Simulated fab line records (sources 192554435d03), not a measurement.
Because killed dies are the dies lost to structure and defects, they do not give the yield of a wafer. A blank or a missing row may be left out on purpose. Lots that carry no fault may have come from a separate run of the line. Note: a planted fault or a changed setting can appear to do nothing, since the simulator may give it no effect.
Matching of chambers	flow n5Finfet	4 sister chambers for N5_BEOL_M3_DESCUM_33 on rieDiel-06
The step chemistry O2, time 7 s. 16 wafers are shown with their chamber, then 8 later ones without.

## WAFERS PAIRED WITH THEIR CHAMBERS
wafer	chamber	throttleValvePct (%)	drypumpMotorCurrentA (A)	showerheadPlenumPTorr (Torr)
L074.2	3	20.0	6.4	1.99
L074.3	1	20.0	5.6	2.01
L074.4	0	20.2	5.2	2.08
L077.3	3	20.0	6.4	1.99
L077.4	0	20.2	5.1	2.08
L077.6	2	20.7	6.0	1.99
L079.1	2	20.7	6.0	1.99
L079.4	1	20.0	5.6	2.01
L079.6	2	20.7	6.0	1.99
L083.3	0	20.3	5.2	2.07
L083.5	1	20.0	5.6	2.01
L083.6	2	20.7	6.0	1.99
L090.1	0	20.3	5.2	2.07
L090.2	2	20.7	6.0	1.99
L090.4	1	20.0	5.7	2.01
L091.2	1	20.0	5.7	2.00

SIGNATURES, as means of the wafers listed above
reading	chamber 0	chamber 1	chamber 2	chamber 3	scatter within a chamber
throttleValvePct	20.250	20.000	20.700	20.000	0.0289
drypumpMotorCurrentA	5.175	5.640	6.000	6.400	0.0403
showerheadPlenumPTorr	2.0750	2.0080	1.9900	1.9900	0.00387
Rule: for each reading, subtract the chamber's mean from the wafer's reading, divide by that reading's scatter and square the result; add these up over the readings and take the root, which gives the wafer's distance from the chamber. If the next closest chamber is less than 2 further off than the closest, the wafer can't be placed; otherwise it belongs to the closest. The scatter is the square root of a quotient: the sum, over the shown wafers, of each reading's squared deviation from its chamber's mean, divided by wafers minus chambers.

## WAFERS WITHOUT THEIR CHAMBER
wafer	throttleValvePct (%)	drypumpMotorCurrentA (A)	showerheadPlenumPTorr (Torr)
L091.3	20.1	6.4	1.98
L091.5	20.1	6.4	1.98
L092.1	20.7	6.0	1.98
L092.4	20.3	5.2	2.07
L092.5	20.3	5.2	2.07
L095.1	20.7	6.0	1.98
L095.3	20.3	5.2	2.06
L095.6	20.1	5.7	2.00

## THE CHAMBER EACH PASSED THROUGH
wafer	from the rows above	in truth
L091.3	3	3
L091.5	3	3
L092.1	2	2
L092.4	0	0
L092.5	0	0
L095.1	2	2
L095.3	0	0
L095.6	1	1
Correct placement for 8 of the 8. Not placeable from these rows: 0. 0 placed wrongly.
